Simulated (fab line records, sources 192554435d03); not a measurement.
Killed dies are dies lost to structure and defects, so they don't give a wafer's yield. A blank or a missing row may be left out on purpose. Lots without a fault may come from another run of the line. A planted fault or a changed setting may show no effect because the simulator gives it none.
fab line records | flow n5_finfet
record lots=7 wafers=18 last_day=19
route steps=1938 shown BEOL_M2@889 BEOL_M4@1111
lots that met no fault: from a run of the same line without faults
start_h: hours from the record's first day to the start of the lot's first wafer shown | wait_h: hours since the lot's step before | " the same as in the row above | L1.1+2: a row that stands for several wafers | - no value, or no start given | * or withheld: withheld | < > ~ a bound
route shown NAME@n: a module of which the file shows steps, and the number in the route of the first | usual: mean/standard deviation of fault-free wafers | same: alike in all rows | chamber/n: place in a boat | sites: the reading at each site | _std_site: their standard deviation | _edge_site: outer sites' mean less inner sites' | radius_mm: how far each site lies from the wafer's centre | mask NAME#n: copy n | behind: the tool/chamber that last shaped the wafer | hold: why the lot was held/for how many hours/how that ended | device: the transistor (n, p or np) that didn't switch | end of line: the same wafers' tests at the end of the route | a step without rows: its recipe alone | killed: dies lost to structure and defects at the first sort, not the wafer's yield | map: a wafer's dies, x killed, . not, _ none there
set.NAME: the setting as run; set.NAME@STEP: as run at that earlier step | model.NAME: the simulator's own value behind a step, which no gauge read
lots at some steps of the route; a table a step, a row a wafer
services: from which hour (start_h, from the record's first day; less than 0 if before it) a tool's chamber was out of use, for how many hours, and why
## steps
# step N5_BEOL_M2_STRIP_36
# recipe chemistry=N2/H2 power_w=450 temp_c=40 pressure_mtorr=20 rf_frequency_hz=6e+07 overash_fraction=0.3 bias_power_w=7 h2_frac=0.5 n2_flow_sccm=200 h2_flow_sccm=200
# step N5_BEOL_M2_TRENCH_ETCH_37
# recipe chemistry=C4F6/O2 target_depth_a=555.55 target=SiOC time_s=29.2 ion_energy_ev=250 pressure_mtorr=30 source_w=355 bias_w=185 Ar_flow_sccm=300 C4F6_flow_sccm=10 O2_flow_sccm=10
# usual chamber_pressure_mTorr=30.002/0.028 drypump_motor_current_A=5.8/0.51 oes_product_au=0.80/0.082 rf_vpp_V=666/7.3 showerhead_plenum_p_Torr=2.86/0.06 throttle_valve_pct=20.93/0.21
# columns lot.wafer tool chamber start_h wait_h chamber_pressure_mTorr drypump_motor_current_A oes_product_au rf_hours_counter_h rf_vpp_V showerhead_plenum_p_Torr throttle_valve_pct
L574.1 rie_diel-04 1 - - 30.005 6.3 0.68 250 667 2.80 21.01
L574.3 " 2 " " 30.017 5.6 0.71 174 663 2.85 21.20
L574.4 " 0 " " 30.037 6.2 0.67 249 675 2.91 21.00
L576.2 rie_diel-01 3 - - 29.993 5.2 0.78 121 655 2.86 21.14
L576.4 " 2 " " 29.999 5.0 0.70 239 680 2.92 20.82
L576.6 " 3 " " 30.016 5.2 0.78 - 655 2.86 21.13
L580.1 rie_diel-05 2 - - 29.968 6.0 0.72 202 665 2.93 21.17
L580.2 " 3 " " 29.988 6.0 0.81 98 660 2.76 21.06
L584.2 rie_diel-04 3 - - 30.080 5.5 0.88 37 671 2.91 20.79
L584.5 " 2 " " 29.995 5.6 0.69 - 663 2.84 21.23
L585.1 rie_diel-01 3 - - 29.999 5.2 0.75 146 655 2.85 21.19
L585.5 " 3 " " 30.029 5.2 0.74 - 656 2.85 21.18
L591.4 rie_diel-05 2 - - 30.000 6.0 0.70 231 665 2.92 21.19
L591.5 " 1 " " 29.985 6.6 0.75 - 658 2.84 20.75
L591.6 " 2 " " 30.025 6.1 0.70 - 667 2.92 21.19
L592.1 rie_diel-04 2 - - 30.010 5.5 0.67 222 663 2.83 21.26
L592.2 " 3 " " 30.003 5.5 0.84 62 669 2.90 20.81
L592.3 " 1 " " 29.985 6.2 0.89 29 666 2.78 20.68
# step N5_BEOL_M2_ETCH_41
# recipe chemistry=CH3F/O2 target=SiCN target_depth_a=299 taper_deg=2 time_s=52.5 ion_energy_ev=120 mask_material=TiN pressure_mtorr=30 source_w=395 bias_w=75 Ar_flow_sccm=150 CH3F_flow_sccm=30 O2_flow_sccm=20
# usual chamber_pressure_mTorr=30.000/0.027 drypump_motor_current_A=5.8/0.51 oes_product_au=0.80/0.082 rf_vpp_V=297.3/1.2 showerhead_plenum_p_Torr=2.01/0.044 throttle_valve_pct=16.37/0.22
# columns lot.wafer tool chamber start_h wait_h chamber_pressure_mTorr drypump_motor_current_A oes_product_au rf_hours_counter_h rf_vpp_V showerhead_plenum_p_Torr throttle_valve_pct
L574.1 rie_diel-04 1 - - 30.016 6.2 0.67 250 297.3 1.97 16.54
L574.3 " 2 " " 29.984 5.5 0.70 174 296.1 2.00 16.62
L574.4 " 0 " " 30.028 6.2 0.67 249 297.0 2.05 16.51
L576.2 rie_diel-01 3 - - 30.060 5.2 0.78 121 296.6 2.01 16.58
L576.4 " 2 " " 30.006 5.0 0.69 239 299.1 2.06 16.36
L576.6 " 3 " " 29.943 5.2 0.77 - 298.2 2.01 16.58
L580.1 rie_diel-05 2 - - 30.004 6.0 0.72 202 298.4 2.06 16.65
L580.2 " 3 " " 29.962 5.9 0.81 98 297.3 1.94 16.49
L584.2 rie_diel-04 3 - - 30.036 5.5 0.90 37 298.3 2.04 16.21
L584.5 " 2 " " 30.004 5.5 0.68 - 297.6 1.99 16.67
L585.1 rie_diel-01 3 - - 30.020 5.2 0.74 146 296.3 2.00 16.61
L585.5 " 3 " " 29.986 5.2 0.75 - 296.8 2.00 16.63
L591.4 rie_diel-05 2 - - 30.005 6.0 0.70 231 298.0 2.05 16.70
L591.5 " 1 " " 29.959 6.6 0.75 - 295.3 1.99 16.25
L591.6 " 2 " " 30.058 6.1 0.70 - 296.7 2.05 16.68
L592.1 rie_diel-04 2 - - 29.991 5.5 0.68 222 296.7 1.98 16.70
L592.2 " 3 " " 29.949 5.5 0.85 62 296.6 2.04 16.25
L592.3 " 1 " " 30.010 6.2 0.88 29 298.5 1.95 16.10
# step N5_BEOL_M2_STRIP_97
# recipe chemistry=N2/H2 time_s=10 power_w=450 temp_c=40 pressure_mtorr=20 rf_frequency_hz=6e+07 bias_power_w=7 n2_flow_sccm=200 h2_flow_sccm=200
# usual chamber_pressure_mTorr=19.998/0.023 drypump_motor_current_A=5.8/0.51 oes_product_au=0.80/0.084 rf_vpp_V=59.2/0.83 showerhead_plenum_p_Torr=2.55/0.058 throttle_valve_pct=23.73/0.26
# columns lot.wafer tool chamber start_h wait_h chamber_pressure_mTorr drypump_motor_current_A oes_product_au rf_hours_counter_h rf_vpp_V showerhead_plenum_p_Torr throttle_valve_pct
L574.1 rie_diel-04 1 - - 20.007 6.2 0.68 250 57.9 2.49 23.75
L574.3 " 2 " " 20.003 5.6 0.73 174 59.8 2.52 24.01
L574.4 " 0 " " 20.004 6.2 0.68 249 59.1 2.60 23.67
L576.2 rie_diel-01 3 - - 19.972 5.2 0.77 121 58.0 2.56 23.96
L576.4 " 2 " " 20.018 5.0 0.69 239 59.1 2.60 23.36
L576.6 " 3 " " 20.007 5.2 0.76 - 60.0 2.56 23.94
L580.1 rie_diel-05 2 - - 19.992 6.1 0.71 202 59.7 2.62 23.83
L580.2 " 3 " " 20.000 6.0 0.80 98 58.4 2.45 23.70
L584.2 rie_diel-04 3 - - 19.999 5.5 0.89 37 59.4 2.59 23.73
L584.5 " 2 " " 19.999 5.6 0.70 - 59.4 2.51 24.04
L585.1 rie_diel-01 3 - - 20.017 5.2 0.74 146 60.4 2.55 23.98
L585.5 " 3 " " 20.013 5.2 0.74 - 57.8 2.55 24.00
L591.4 rie_diel-05 2 - - 19.989 6.1 0.70 231 59.6 2.61 23.88
L591.5 " 1 " " 20.009 6.6 0.75 - 59.6 2.53 23.72
L591.6 " 2 " " 19.990 6.1 0.69 - 59.0 2.61 23.88
L592.1 rie_diel-04 2 - - 19.961 5.6 0.68 222 59.7 2.50 24.07
L592.2 " 3 " " 20.004 5.5 0.86 62 58.9 2.58 23.76
L592.3 " 1 " " 19.954 6.2 0.89 30 57.5 2.48 23.40
# step N5_BEOL_M2_OCD_MEAS_38
# usual trench_depth_nm=55.5/0.69
# columns lot.wafer tool chamber start_h wait_h trench_depth_nm
L574.1 ocd-01 - 155.77 - 55.1
L574.3 " - " " 55.7
L574.4 " - " " 54.8
L576.2 ocd-02 - 165.59 - 56.4
L576.4 " - " " 55.4
L576.6 " - " " 56.0
L580.1 ocd-02 - 204.69 - 55.0
L580.2 " - " " 55.7
L584.2 ocd-01 - 225.09 - 55.8
L584.5 " - " " 54.4
L585.1 ocd-01 - 228.74 - 54.4
L585.5 " - " " 54.6
L591.4 ocd-02 - 286.51 - 54.9
L591.5 " - " " 54.7
L591.6 " - " " 54.0
L592.1 ocd-01 - 299.42 - 54.4
L592.2 " - " " 55.9
L592.3 " - " " 55.9
# step N5_BEOL_M2_HM_STRIP_39
# recipe chemistry=peroxide_tin_strip material=TiN target_depth_a=250 temp_c=50 time_s=158
# step N5_BEOL_M2_SRD_40
# recipe time_s=30 temp_c=23 rinse_liquid=diw dry=ipa_marangoni
# step N5_BEOL_M2_PRECLEAN_42
# recipe chemistry=residue_remover time_s=60 temp_c=40
# step N5_BEOL_M2_SRD_43
# recipe time_s=30 temp_c=23 rinse_liquid=diw dry=ipa_marangoni
# step N5_BEOL_M2_CD_MEAS_35
# recipe target_cd_nm=18 target_cd_y_nm=22.2 polarity=opening
# usual cd_nm=18.0/0.3
# columns lot.wafer tool chamber start_h wait_h cd_nm
L574.1 cd_sem-02 - 155.93 0.0 17.2
L574.3 " - " " 18.4
L574.4 " - " " 17.8
L576.2 cd_sem-02 - 165.74 0.0 17.9
L576.4 " - " " 17.9
L576.6 " - " " 17.4
L580.1 cd_sem-01 - 204.84 0.0 18.3
L580.2 " - " " 18.1
L584.2 cd_sem-01 - 225.24 0.0 18.1
L584.5 " - " " 18.2
L585.1 cd_sem-03 - 228.89 0.0 18.2
L585.5 " - " " 18.4
L591.4 cd_sem-01 - 286.66 0.0 18.4
L591.5 " - " " 18.0
L591.6 " - " " 18.2
L592.1 cd_sem-01 - 299.57 0.0 17.8
L592.2 " - " " 18.1
L592.3 " - " " 17.7
# step N5_BEOL_M2_DEGAS_44
# recipe ambient=vacuum temp_c=250 time_s=60
# usual heater_power_w=356/38
# columns lot.wafer tool chamber start_h wait_h heater_power_w
L574.1 pvd_sputter-01 - 156.19 0.3 342
L574.3 " - " " 394
L574.4 " - " " 304
L576.2 pvd_sputter-01 - 165.92 0.2 342
L576.4 " - " " 306
L576.6 " - " " 303
L580.1 pvd_sputter-02 - 205.11 0.3 397
L580.2 " - " " 371
L584.2 pvd_sputter-03 - 225.31 0.1 416
L584.5 " - " " 329
L585.1 pvd_sputter-01 - 228.97 0.1 304
L585.5 " - " " 401
L591.4 pvd_sputter-02 - 287.17 0.5 365
L591.5 " - " " 389
L591.6 " - " " 407
L592.1 pvd_sputter-01 - 299.72 0.1 351
L592.2 " - " " 401
L592.3 " - " " 327
# step N5_BEOL_M2_PRE_CLEAN_45
# recipe gas=H2/He time_s=30 temp_c=250
# step N5_BEOL_M2_ALD_84
# recipe material=TaN target_thk_a=* temp_c=275 ald_precursor_family=PDMAT ald_co_reactant=NH3 pressure_torr=3 carrier_flow_sccm=1500 pulse_time_s=2 purge_time_s=3 co_reactant_purge_time_s=2 co_reactant_pulse_time_s=3 ald_cycles=30 precursor_vessel_temp_c=75 precursor_vessel_pressure_torr=26.25 precursor_vessel_carrier_sccm=1000
# usual ald_cycles=30/0 heater_power_w=419/42 precursor_vessel_carrier_sccm=1000.1/2.9
# columns lot.wafer tool chamber start_h wait_h ald_cycles heater_power_w precursor_vessel_carrier_sccm since_wet_clean_h
L574.1 ald_metal-02 3 156.41 0.2 30 400 997.8 4435
L574.3 " 0 " " 30 444 1000.8 4435
L574.4 " 2 " " 30 456 1001.8 4435
L576.2 ald_metal-01 1 166.02 0.0 30 339 1002.3 1367
L576.4 " 0 " " 30 469 1000.5 1367
L576.6 " 2 " " 30 436 1002.9 -
L580.1 ald_metal-01 2 205.35 0.2 30 428 998.9 1407
L580.2 " 1 " " 29 336 1000.9 1407
L584.2 ald_metal-01 3 225.42 0.0 29 421 1000.6 1427
L584.5 " 2 " " 29 428 999.2 -
L585.1 ald_metal-01 2 229.07 0.0 30 421 1001.1 1430
L585.5 " 0 " " 29 470 997.6 -
L591.4 ald_metal-03 1 287.29 0.1 30 365 1001.2 6104
L591.5 " 2 " " 30 418 997.7 -
L591.6 " 1 " " 30 364 1002.2 -
L592.1 ald_metal-03 2 299.84 0.1 30 420 1002.8 6117
L592.2 " 1 " " 30 371 1001.3 6117
L592.3 " 3 " " 30 362 997.5 6117
# step N5_BEOL_M2_SURFACE_TREAT_85
# recipe gas=Ar time_s=* ion_energy_ev=* ion_current_ma_cm2=0.5 pressure_mtorr=* ar_flow_sccm=30
# usual throttle_valve_pct=*
# columns lot.wafer tool chamber start_h wait_h throttle_valve_pct
L574.1 pvd_sputter-01 - 156.65 0.1 *
L574.3 " - " " *
L574.4 " - " " *
L576.2 pvd_sputter-03 - 166.30 0.2 *
L576.4 " - " " *
L576.6 " - " " *
L580.1 pvd_sputter-03 - 205.59 0.1 *
L580.2 " - " " *
L584.2 pvd_sputter-01 - 225.65 0.1 *
L584.5 " - " " *
L585.1 pvd_sputter-01 - 229.35 0.2 *
L585.5 " - " " *
L591.4 pvd_sputter-01 - 289.01 1.6 *
L591.5 " - " " *
L591.6 " - " " *
L592.1 pvd_sputter-03 - 300.10 0.2 *
L592.2 " - " " *
L592.3 " - " " *
# step N5_BEOL_M4_RC_MEAS_101
# usual DIBL_N=36.6/1.3 DIBL_P=36.4/1.4 IOFF_N=0.167/0.023 IOFF_P=0.219/0.029 ION_N=678/8.7 ION_P=464/6.4 SS_N=71.5/0.53 SS_P=73.4/0.57 VT_N=248.5/2.8 VT_P=-249/3.1
# columns lot.wafer tool chamber start_h wait_h DIBL_N[mV/V] DIBL_P[mV/V] IOFF_N[nA/um] IOFF_P[nA/um] ION_N[uA/um] ION_P[uA/um] SS_N[mV/dec] SS_P[mV/dec] VT_N[mV] VT_P[mV]
L574.1 prober-02 0 193.10 0.0 38.4 37.2 0.204 0.264 692 470 72.3 74.5 241.0 -244
L574.3 " 0 " " 37.4 36.8 0.190 0.254 682 469 72.0 73.6 247.6 -245
L574.4 " 0 " " 37.6 36.5 0.193 0.266 691 471 72.0 74.0 243.1 -243
L576.2 prober-02 0 201.24 0.2 35.5 35.2 0.142 0.242 675 480 72.1 72.8 251.9 -244
L576.4 " 0 " " 37.1 37.0 0.176 0.269 678 473 72.2 73.2 249.8 -245
L576.6 " 0 " " 35.3 34.9 0.135 0.232 676 473 71.5 73.0 255.2 -247
L580.1 prober-01 0 300.00 0.0 36.7 38.2 0.209 0.269 681 470 71.9 73.9 245.7 -246
L580.2 " 0 " " 36.2 37.5 0.190 0.247 682 466 71.6 73.7 246.2 -246
L584.2 prober-01 0 305.21 0.2 35.7 36.6 0.159 0.191 667 450 71.9 73.6 249.2 -252
L584.5 " 0 " " 36.1 37.4 0.176 0.202 665 452 72.1 73.8 249.8 -252
L585.1 prober-01 0 308.51 0.0 34.8 34.5 0.142 0.195 661 454 71.8 73.4 250.3 -251
L585.5 " 0 " " 35.9 35.8 0.157 0.210 670 457 71.6 73.3 249.6 -249
L591.4 prober-01 0 334.99 0.5 36.9 35.3 0.148 0.176 676 458 71.3 73.2 249.4 -254
L591.5 " 0 " " 37.7 36.3 0.158 0.191 680 457 71.2 73.0 250.6 -251
L591.6 " 0 " " 37.2 35.9 0.148 0.179 669 458 71.5 73.4 251.7 -255
L592.1 prober-01 0 351.14 0.0 36.9 37.9 0.164 0.231 674 467 71.6 74.1 251.0 -249
L592.2 " 0 " " 36.5 37.0 0.149 0.200 676 457 71.7 72.9 249.8 -253
L592.3 " 0 " " 37.9 39.8 0.187 0.257 683 471 72.1 73.3 247.3 -248
## services
# columns tool chamber start_h hours kind
rie_diel-05 - 132.88 14.6 pm
ald_metal-02 1 137.33 14.8 repair
rie_diel-04 0 160.67 - clean
rie_diel-04 0 160.67 - consumable_replace:focus_ring
rie_diel-04 0 160.67 25.2 scheduled_down
rie_diel-04 0 160.67 25.2 vent_cycle
rie_diel-05 1 173.90 8.8 repair
rie_diel-04 1 176.16 8.1 repair
ald_metal-02 - 179.38 14.6 pm
rie_diel-01 0 182.28 1.9 repair
rie_diel-04 1 185.89 - clean
rie_diel-04 1 185.89 - consumable_replace:focus_ring
rie_diel-04 1 185.89 27.9 scheduled_down
rie_diel-04 1 185.89 27.9 vent_cycle
rie_diel-01 2 190.80 1.6 repair
ald_metal-02 - 193.98 2.8 pm
ald_metal-03 - 211.76 14.6 pm
rie_diel-04 0 214.62 7.9 repair
ald_metal-03 - 226.36 2.8 pm
rie_diel-05 - 236.95 2.4 repair
ald_metal-01 3 259.70 3.6 repair
pvd_sputter-02 - 265.13 12.8 repair
rie_diel-04 2 287.32 7.5 repair
ald_metal-01 1 289.58 29.9 repair
## key
first_sign step=N5_BEOL_M2_ALD_84 reading=ald_cycles direction=down sigmas=99+ usual=* struck=*
effect none on later readings
met_at N5_BEOL_M2_ALD_84
struck_wafers L580.2,L584.2,L584.5,L585.5
onset_between 166.02 205.35
fault kind=process_parameter_drift tool=ald_metal-01 chamber=- onset_h=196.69 steps=N5_BEOL_M2_ALD_84 channel=ald_cycles offset=* shape=step end_h=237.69 scope=struck_wafers_only acts_in=* stated=*
